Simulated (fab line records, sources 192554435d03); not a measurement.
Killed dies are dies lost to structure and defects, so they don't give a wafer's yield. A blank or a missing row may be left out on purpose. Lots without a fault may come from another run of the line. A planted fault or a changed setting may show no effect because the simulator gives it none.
fab line records | flow n5_finfet
record lots=13 wafers=38 last_day=17
route steps=1938 shown HKMG_FIN@420 PASSIVATION@1936
lots that met no fault: from a run of the same line without faults
start_h: hours from the record's first day to the start of the lot's first wafer shown | wait_h: hours since the lot's step before | " the same as in the row above | L1.1+2: a row that stands for several wafers | - no value, or no start given | * or withheld: withheld | < > ~ a bound
route shown NAME@n: a module of which the file shows steps, and the number in the route of the first | usual: mean/standard deviation of fault-free wafers | same: alike in all rows | chamber/n: place in a boat | sites: the reading at each site | _std_site: their standard deviation | _edge_site: outer sites' mean less inner sites' | radius_mm: how far each site lies from the wafer's centre | mask NAME#n: copy n | behind: the tool/chamber that last shaped the wafer | hold: why the lot was held/for how many hours/how that ended | device: the transistor (n, p or np) that didn't switch | end of line: the same wafers' tests at the end of the route | a step without rows: its recipe alone | killed: dies lost to structure and defects at the first sort, not the wafer's yield | map: a wafer's dies, x killed, . not, _ none there
set.NAME: the setting as run; set.NAME@STEP: as run at that earlier step | model.NAME: the simulator's own value behind a step, which no gauge read
steps of the route over a sample of lots; a table a step, a row a wafer
services: from which hour (start_h, from the record's first day; less than 0 if before it) a tool's chamber was out of use, for how many hours, and why
## steps
# step N5_HKMG_FIN_THK_MEAS_70
# recipe thk_meas_gauge=xrf reads=HfO2_of_HKMG_FIN_HK_ALD_01
# usual HK_THK=1.617/0.02
# columns lot.wafer tool chamber start_h wait_h HK_THK[nm]
L718.1 film_metro-01 - 81.50 0.2 1.621
L718.5 " - " " 1.604
L720.2 film_metro-01 - 91.03 0.2 1.647
L720.3 " - " " 1.631
L720.4 " - " " 1.617
L721.1 film_metro-02 - 93.23 0.2 1.638
L721.2 " - " " 1.610
L721.4 " - " " 1.586
L722.1 film_metro-01 - 100.27 0.2 1.611
L722.4 " - " " 1.621
L722.6 " - " " 1.592
L723.1 film_metro-01 - 106.95 0.2 1.618
L723.3 " - " " 1.598
L723.6 " - " " 1.606
L725.2 film_metro-01 - 117.53 0.2 1.610
L725.3 " - " " 1.647
L725.5 " - " " 1.632
L727.2 film_metro-01 - 126.60 0.2 1.608
L727.5 " - " " 1.606
L727.6 " - " " 1.625
L728.2 film_metro-01 - 132.99 0.2 1.604
L728.3 " - " " 1.591
L728.6 " - " " 1.599
L729.2 film_metro-02 - 142.56 0.2 1.629
L729.5 " - " " 1.599
L729.6 " - " " 1.609
L730.1 film_metro-02 - 147.59 0.2 1.633
L730.3 " - " " 1.625
L730.5 " - " " 1.605
L737.3 film_metro-02 - 189.77 0.2 1.634
L737.4 " - " " 1.614
L737.6 " - " " 1.656
L738.1 film_metro-01 - 195.09 0.2 1.627
L738.5 " - " " 1.600
L738.6 " - " " 1.611
L739.2 film_metro-02 - 200.41 0.2 1.575
L739.3 " - " " 1.657
L739.4 " - " " 1.603
# step N5_HKMG_FIN_STRIP_19
# recipe chemistry=N2/H2 power_w=2500 temp_c=300 h2_frac=0.65 time_s=360 pressure_mtorr=withheld n2_flow_sccm=1750 h2_flow_sccm=3250
# usual drypump_motor_current_A=5.6/0.34 heater_power_w=476/34
# columns lot.wafer tool chamber start_h wait_h drypump_motor_current_A heater_power_w rf_hours_counter_h
L718.1 plasma_asher-02 0 83.06 0.0 5.7 461 87
L718.5 " 1 " " 5.0 425 -
L720.2 plasma_asher-02 1 92.47 0.0 5.1 428 89
L720.3 " 1 " " 5.1 435 -
L720.4 " 0 " " 5.7 472 -
L721.1 plasma_asher-01 1 94.79 0.0 5.6 500 42
L721.2 " 0 " " 6.0 523 42
L721.4 " 0 " " 5.9 515 -
L722.1 plasma_asher-01 0 101.70 0.0 6.0 528 43
L722.4 " 1 " " 5.5 512 -
L722.6 " 0 " " 6.0 528 -
L723.1 plasma_asher-02 1 108.39 0.0 5.1 448 93
L723.3 " 0 " " 5.8 481 -
L723.6 " 0 " " 5.8 459 -
L725.2 plasma_asher-02 0 119.24 0.0 5.7 462 95
L725.3 " 0 " " 5.7 474 -
L725.5 " 1 " " 5.0 430 -
L727.2 plasma_asher-02 0 128.16 0.0 5.7 460 97
L727.5 " 1 " " 5.1 430 -
L727.6 " 0 " " 5.7 481 -
L728.2 plasma_asher-01 0 134.69 0.0 5.9 513 50
L728.3 " 0 " " 6.0 524 -
L728.6 " 1 " " 5.6 498 -
L729.2 plasma_asher-02 0 144.13 0.0 5.8 464 100
L729.5 " 0 " " 5.7 467 -
L729.6 " 1 " " 5.0 431 -
L730.1 plasma_asher-01 0 149.17 0.0 6.0 533 53
L730.3 " 0 " " 6.0 517 -
L730.5 " 1 " " 5.6 507 -
L737.3 plasma_asher-02 0 191.67 0.1 5.8 462 -
L737.4 " 1 " " 5.0 447 -
L737.6 " 1 " " 5.1 455 -
L738.1 plasma_asher-02 0 196.81 0.0 5.8 466 111
L738.5 " 1 " " 5.1 442 -
L738.6 " 0 " " 5.7 464 -
L739.2 plasma_asher-02 1 202.10 0.0 5.1 433 113
L739.3 " 1 " " 5.0 440 -
L739.4 " 0 " " 5.7 458 -
# step N5_HKMG_FIN_ETCH_86
# recipe chemistry=N2/H2 target=SOC target_depth_a=3932 stop_on=TiN ion_energy_ev=100 bias_w=61 pressure_mtorr=30 source_w=850 n2_flow_sccm=200 h2_flow_sccm=200
# usual drypump_motor_current_A=5.8/0.6 oes_product_au=0.80/0.084 rf_vpp_V=240.3/0.99 showerhead_plenum_p_Torr=2.50/0.054 throttle_valve_pct=17.7/0.35
# columns lot.wafer tool chamber start_h wait_h drypump_motor_current_A oes_product_au rf_hours_counter_h rf_vpp_V showerhead_plenum_p_Torr throttle_valve_pct
L718.1 rie_diel-02 3 83.78 - 5.9 0.72 184 241.2 2.54 18.1
L718.5 " 3 " " 5.9 0.72 - 240.8 2.54 18.1
L720.2 rie_diel-02 3 93.19 - 5.9 0.72 188 240.7 2.54 18.1
L720.3 " 1 " " 5.5 0.96 1 241.2 2.49 17.2
L720.4 " 2 " " 6.2 0.82 61 240.1 2.48 17.8
L721.1 rie_diel-02 1 95.52 - 5.5 0.96 2 241.3 2.49 17.2
L721.2 " 2 " " 6.2 0.82 62 239.9 2.48 17.8
L721.4 " 0 " " 5.1 0.90 23 239.9 2.51 17.8
L722.1 rie_diel-02 1 102.42 - 5.5 0.94 4 238.9 2.49 17.2
L722.4 " 0 " " 5.1 0.91 24 240.8 2.51 17.8
L722.6 " 0 " " 5.1 0.90 - 240.9 2.51 17.8
L723.1 rie_diel-02 1 109.41 - 5.5 0.93 7 240.1 2.49 17.2
L723.3 " 0 " " 5.0 0.90 27 239.4 2.51 17.8
L723.6 " 0 " " 5.0 0.90 - 240.2 2.51 17.8
L725.2 rie_diel-06 0 119.96 - 4.9 0.71 190 239.9 2.43 18.3
L725.3 " 1 " " 5.9 0.68 240 238.8 2.38 17.6
L725.5 " 3 " " 6.4 0.74 - 241.2 2.67 18.1
L727.2 rie_diel-05 3 128.89 - 4.9 0.88 22 240.0 2.48 17.2
L727.5 " 2 " " 6.6 0.72 - 240.0 2.53 18.0
L727.6 " 1 " " 6.4 0.91 - 240.6 2.47 17.5
L728.2 rie_diel-02 1 135.41 - 5.5 0.90 18 238.7 2.48 17.2
L728.3 " 3 " " 6.0 0.70 - 239.7 2.53 18.1
L728.6 " 1 " " 5.5 0.89 - 238.2 2.48 17.2
L729.2 rie_diel-05 0 144.85 - 6.0 0.77 118 239.5 2.47 17.7
L729.5 " 3 " " 4.9 0.86 - 240.9 2.47 17.2
L729.6 " 0 " " 6.0 0.77 - 238.4 2.47 17.7
L730.1 rie_diel-05 1 149.89 - 6.4 0.88 41 239.7 2.47 17.5
L730.3 " 2 " " 6.6 0.71 193 240.3 2.53 18.0
L730.5 " 0 " " 6.0 0.78 - 240.1 2.47 17.7
L737.3 rie_diel-05 3 192.67 - 4.9 0.83 48 240.4 2.47 17.2
L737.4 " 2 " " 6.6 0.70 - 241.7 2.52 18.0
L737.6 " 3 " " 4.9 0.83 - 239.3 2.47 17.2
L738.1 rie_diel-02 3 197.54 - 6.0 0.69 228 240.2 2.52 18.2
L738.5 " 2 " " 6.2 0.77 - 239.4 2.47 17.9
L738.6 " 1 " " 5.5 0.85 - 240.8 2.47 17.2
L739.2 rie_diel-06 1 202.82 - 5.9 0.95 8 242.9 2.69 17.2
L739.3 " 3 " " 6.4 0.72 188 241.9 2.65 18.2
L739.4 " 0 " " 4.9 0.69 222 239.8 2.42 18.3
# step N5_HKMG_FIN_NWFM_ALD_20
# recipe material=TiAlC target_thk_a=20 temp_c=300 ald_precursor_family=TiCl4 ald_co_reactant=TEA pulse_time_s=3 purge_time_s=2 co_reactant_purge_time_s=2 co_reactant_pulse_time_s=10 ald_cycles=7 pressure_torr=3
# usual ald_cycles=7/0 heater_power_w=491/47 precursor_pulse_height_rel=0.999/0.019
# same pulse_time_s=3
# columns lot.wafer tool chamber start_h wait_h ald_cycles heater_power_w precursor_pulse_height_rel
L718.1 ald_metal-01 1 84.41 0.3 7 457 0.971
L718.5 " 1 " " 7 452 1.010
L720.2 ald_metal-01 2 93.83 0.3 7 594 1.025
L720.3 " 0 " " 7 472 1.015
L720.4 " 1 " " 7 447 1.019
L721.1 ald_metal-01 2 96.16 0.3 3 594 1.017
L721.2 " 3 " " 3 510 1.027
L721.4 " 1 " " 3 454 0.984
L722.1 ald_metal-01 0 103.06 0.3 3 460 0.983
L722.4 " 3 " " 3 507 0.994
L722.6 " 0 " " 3 467 0.993
L723.1 ald_metal-01 0 110.05 0.3 3 470 0.980
L723.3 " 3 " " 3 502 1.015
L723.6 " 3 " " 3 532 1.002
L725.2 ald_metal-04 0 120.59 0.3 7 488 0.973
L725.3 " 3 " " 7 437 1.000
L725.5 " 3 " " 7 453 1.007
L727.2 ald_metal-04 2 129.52 0.3 7 449 0.987
L727.5 " 2 " " 7 457 0.942
L727.6 " 0 " " 7 494 1.000
L728.2 ald_metal-03 0 136.12 0.3 7 539 1.004
L728.3 " 1 " " 7 461 0.985
L728.6 " 1 " " 7 471 0.968
L729.2 ald_metal-03 1 145.52 0.3 7 486 1.015
L729.5 " 3 " " 7 459 0.989
L729.6 " 0 " " 7 514 0.976
L730.1 ald_metal-04 1 150.53 0.3 7 536 0.978
L730.3 " 3 " " 7 439 1.018
L730.5 " 0 " " 7 495 0.998
L737.3 ald_metal-04 2 193.31 0.1 7 447 1.024
L737.4 " 0 " " 7 500 0.994
L737.6 " 1 " " 7 545 1.005
L738.1 ald_metal-04 3 198.18 0.3 7 445 1.025
L738.5 " 1 " " 7 535 1.025
L738.6 " 2 " " 7 444 1.028
L739.2 ald_metal-04 3 203.46 0.3 7 454 1.006
L739.3 " 0 " " 7 499 1.039
L739.4 " 1 " " 7 549 1.006
# step N5_PASSIVATION_PROBE_49
# usual killed_at_M0_to_M3=36/10 killed_at_M4_up=13/5.5 killed_at_contacts=12/5.6 killed_at_front_end=42/12 killed_at_other=4/3.2 killed_dies=108/18 killed_open=71/13 killed_short=34/7.8
# same gross_dies=1180 killed_at_back_side=0
# columns lot.wafer tool chamber start_h wait_h killed_at_M0_to_M3 killed_at_M4_up killed_at_contacts killed_at_front_end killed_at_other killed_dies killed_open killed_short
L728.2 prober-02 - 340.54 0.1 41 16 8 19 10 94 65 29
L728.3 prober-02 - 340.59 0.1 42 11 10 39 4 106 82 24
L728.6 prober-02 - 340.74 0.3 39 12 8 29 2 90 61 28
L729.2 prober-01 - 347.96 0.1 28 17 12 30 8 95 60 35
L729.5 prober-01 - 348.11 0.2 29 14 20 32 6 101 70 26
L729.6 prober-01 - 348.16 0.3 33 8 16 37 0 94 63 31
L738.1 prober-02 - 398.95 0.0 37 19 12 47 0 115 73 41
L738.5 prober-02 - 399.15 0.2 40 8 10 59 2 119 73 46
L738.6 prober-02 - 399.20 0.3 41 9 20 47 6 123 83 39
# killed by level:class
L728.2 BEOL_M2:geometric_particle:open=9 BEOL_M1:geometric_particle:open=9 BEOL_M3:geometric_particle:open=8 MOL_CONTACT_COAG:geometric_particle:open=7 BEOL_M4:geometric_particle:open=7 BEOL_M1:geometric_particle:short=5 FIN_SAQP:geometric_particle:open=4 BEOL_M2:geometric_particle:short=4
L728.3 BEOL_M2:geometric_particle:open=24 STI_FIN_REVEAL:geometric_particle:open=12 MOL_CONTACT_COAG:geometric_particle:open=8 GATE_CUT:geometric_particle:short=6 BEOL_M0_SAQP:geometric_particle:open=6 BEOL_M4:geometric_particle:open=5 BEOL_M1:geometric_particle:open=4 STARTING-WAFER:geometric_particle:open=4
L728.6 BEOL_M1:geometric_particle:open=10 BEOL_M2:geometric_particle:open=10 FIN_SAQP:geometric_particle:open=6 MOL_CONTACT_COAG:geometric_particle:open=6 BEOL_M0_SAQP:geometric_particle:short=5 BEOL_M3:geometric_particle:open=5 BEOL_M8:geometric_particle:open=5 STARTING-WAFER:geometric_particle:short=5
L729.2 BEOL_M4:geometric_particle:open=13 BEOL_M0_SAQP:geometric_particle:short=11 MOL_CONTACT_COAG:geometric_particle:open=10 STI_FIN_REVEAL:geometric_particle:open=8 DUMMY_GATE:geometric_particle:open=7 BEOL_M0_SAQP:geometric_particle:open=6 FIN_SAQP:geometric_particle:short=5 BEOL_M1:geometric_particle:open=4
L729.5 MOL_CONTACT_COAG:geometric_particle:open=13 STI_FIN_REVEAL:geometric_particle:open=10 BEOL_M1:geometric_particle:open=10 DUMMY_GATE:geometric_particle:open=7 MOL_CONTACT_COAG:geometric_particle:short=7 BEOL_M3:geometric_particle:open=5 BEOL_M0_SAQP:geometric_particle:open=4 BEOL_M0_SAQP:geometric_particle:short=4
L729.6 MOL_CONTACT_COAG:geometric_particle:open=15 BEOL_M0_SAQP:geometric_particle:short=9 STI_FIN_REVEAL:geometric_particle:open=8 BEOL_M0_SAQP:geometric_particle:open=8 DUMMY_GATE:geometric_particle:short=6 BEOL_M1:geometric_particle:open=6 DUMMY_GATE:geometric_particle:open=5 BEOL_M3:geometric_particle:open=5
L738.1 STI_FIN_REVEAL:geometric_particle:open=14 BEOL_M0_SAQP:geometric_particle:short=13 MOL_CONTACT_COAG:geometric_particle:open=11 BEOL_M4:geometric_particle:open=9 FIN_SAQP:geometric_particle:open=7 BEOL_M0_SAQP:geometric_particle:open=7 FIN_SAQP:geometric_particle:short=6 GATE_CUT:geometric_particle:short=5
L738.5 FIN_SAQP:geometric_particle:short=17 FIN_SAQP:geometric_particle:open=13 BEOL_M0_SAQP:geometric_particle:short=11 BEOL_M0_SAQP:geometric_particle:open=10 MOL_CONTACT_COAG:geometric_particle:open=8 STI_FIN_REVEAL:geometric_particle:open=7 BEOL_M2:geometric_particle:open=7 BEOL_M1:geometric_particle:open=5
L738.6 MOL_CONTACT_COAG:geometric_particle:open=15 BEOL_M0_SAQP:geometric_particle:short=13 BEOL_M0_SAQP:geometric_particle:open=11 STI_FIN_REVEAL:geometric_particle:open=10 BEOL_M2:geometric_particle:open=10 FIN_SAQP:geometric_particle:open=9 FIN_SAQP:geometric_particle:short=6 BEOL_M3:geometric_particle:open=6
## services
# columns tool chamber start_h hours kind
rie_diel-02 1 74.76 - clean
rie_diel-02 1 74.76 - consumable_replace:focus_ring
rie_diel-02 1 74.76 16.1 scheduled_down
rie_diel-02 1 74.76 16.1 vent_cycle
plasma_asher-02 - 88.29 2.8 pm
rie_diel-06 2 89.66 4.8 repair
ald_metal-01 3 115.70 279.0 repair
ald_metal-04 1 121.29 10.6 repair
rie_diel-02 0 126.72 16.1 repair
ald_metal-04 - 138.31 2.8 pm
ald_metal-01 - 147.30 0.9 repair
rie_diel-06 1 151.02 - clean
rie_diel-06 1 151.02 - consumable_replace:focus_ring
rie_diel-06 1 151.02 - consumable_replace:showerhead
rie_diel-06 1 151.02 25.5 scheduled_down
rie_diel-06 1 151.02 25.5 vent_cycle
rie_diel-05 1 162.15 36.3 repair
ald_metal-03 0 163.31 4.2 repair
ald_metal-01 2 189.20 28.2 repair
plasma_asher-01 - 191.35 14.6 pm
rie_diel-06 2 197.89 1.5 repair
rie_diel-02 1 198.27 1.6 repair
## key
first_sign step=N5_HKMG_FIN_NWFM_ALD_20 reading=ald_cycles direction=down sigmas=99+ usual=* struck=*
effect none on later readings
met_at N5_HKMG_FIN_NWFM_ALD_20
struck_lots L721,L722,L723
rows_end L721.1,L721.2,L721.4,L723.1,L723.3,L723.6
tester_left_out L722
not_acting_at N5_HKMG_FIN_THK_MEAS_70,N5_HKMG_FIN_STRIP_19,N5_HKMG_FIN_ETCH_86
onset_between 93.83 96.16
earlier_fault kind=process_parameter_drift tool=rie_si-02 chamber=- onset_h=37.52 steps=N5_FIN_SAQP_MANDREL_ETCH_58 channel=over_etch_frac offset=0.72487 shape=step acts_in=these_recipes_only stated=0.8
fault kind=process_parameter_drift tool=ald_metal-01 chamber=- onset_h=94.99 steps=N5_HKMG_FIN_NWFM_ALD_20 channel=ald_cycles offset=* shape=step acts_in=* stated=*
# tester_left_out: of these lots the tester's yield and bins aren't shown, on N5 and GAA mostly nor the transistor test; their killed dies are dies lost to structure and defects alone, not to doping, threshold or leakage, so they don't give the yield
# rows_end: these wafers met a further fault down the route, and their rows from its step on are left out
